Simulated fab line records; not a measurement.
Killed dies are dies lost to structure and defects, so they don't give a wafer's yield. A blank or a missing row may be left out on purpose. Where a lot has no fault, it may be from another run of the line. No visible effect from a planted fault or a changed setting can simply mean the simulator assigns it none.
Chamber matching | flow n5Finfet | cmp-03 running N5_HKMG_FIN_CMP_23: 4 sister chambers
The step polishes, stops on SiNx, t overpolish 10 s, target thk 46.326 nm. 18 wafers are shown with their chamber, then 9 later ones without.

EACH WAFER AND ITS CHAMBER
wafer  | chamber | motorCurrentA (A) | overpolishRunS (s) | timeToEndpointS (s)
L078.1 | 3       | 12.3              | 9.995              | 14.0
L078.3 | 0       | 11.5              | 10.004             | 14.4
L078.5 | 2       | 11.6              | 9.985              | 15.7
L079.3 | 2       | 12.2              | 9.991              | 9.3
L079.4 | 3       | 12.5              | 9.988              | 10.3
L079.6 | 0       | 11.1              | 9.988              | 12.6
L080.2 | 3       | 11.7              | 9.987              | 13.7
L080.4 | 2       | 11.0              | 9.984              | 15.8
L080.6 | 2       | 11.7              | 10.000             | 12.1
L082.1 | 1       | 10.9              | 9.991              | 12.7
L082.4 | 2       | 11.3              | 10.002             | 15.3
L082.6 | 3       | 11.9              | 9.998              | 12.8
L084.2 | 2       | 11.7              | 10.003             | 11.9
L084.4 | 0       | 11.9              | 10.012             | 11.1
L084.5 | 2       | 11.1              | 10.002             | 13.0
L086.2 | 1       | 10.7              | 10.006             | 12.1
L086.3 | 3       | 11.6              | 10.008             | 12.2
L086.4 | 0       | 11.7              | 10.006             | 12.5

SIGNATURES, as means of the wafers listed above
reading         | chamber 0 | chamber 1 | chamber 2 | chamber 3 | scatter within a chamber
motorCurrentA   | 11.550    | 10.800    | 11.514    | 12.000    | 0.378
overpolishRunS  | 10.00250  | 9.99850   | 9.99529   | 9.99520   | 0.00903
timeToEndpointS | 12.650    | 12.400    | 13.300    | 12.600    | 1.89
Rule: a wafer's distance from a chamber is the root of the sum, over the readings, of the square of ((its reading less the chamber's mean) divided by the reading's scatter). If the next closest chamber is less than 2 further off than the closest, the wafer can't be placed; otherwise it belongs to the closest. The scatter: take each reading less its chamber's mean, square it, sum over the shown wafers, divide by the number of wafers less the number of chambers, and take the root.

WAFERS WITHOUT THEIR CHAMBER
wafer  | motorCurrentA (A) | overpolishRunS (s) | timeToEndpointS (s)
L088.3 | 11.6              | 10.002             | 12.1
L088.5 | 12.1              | 9.994              | 13.4
L088.6 | 11.6              | 10.003             | 11.5
L091.3 | 10.9              | 9.998              | 12.6
L091.4 | 12.1              | 10.004             | 14.2
L091.5 | 11.8              | 9.998              | 14.9
L093.3 | 11.6              | 9.999              | 8.4
L093.5 | 11.0              | 9.996              | 8.4
L093.6 | 11.5              | 9.998              | 10.1

WHICH CHAMBER EACH ONE RAN IN
wafer  | from the rows above               | in truth
L088.3 | can't be placed: 0 or 2 or 3 or 1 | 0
L088.5 | can't be placed: 3 or 2 or 0      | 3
L088.6 | can't be placed: 0 or 2 or 3 or 1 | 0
L091.3 | can't be placed: 1 or 2 or 0      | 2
L091.4 | can't be placed: 3 or 0 or 2      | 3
L091.5 | can't be placed: 2 or 3 or 0 or 1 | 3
L093.3 | can't be placed: 0 or 3 or 2 or 1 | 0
L093.5 | can't be placed: 1 or 0 or 2 or 3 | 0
L093.6 | can't be placed: 0 or 2 or 3 or 1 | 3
Correctly placed: 0 of 9. From these rows, 9 cannot be placed; in 9 the true chamber is one of the candidates. 0 placed wrongly.
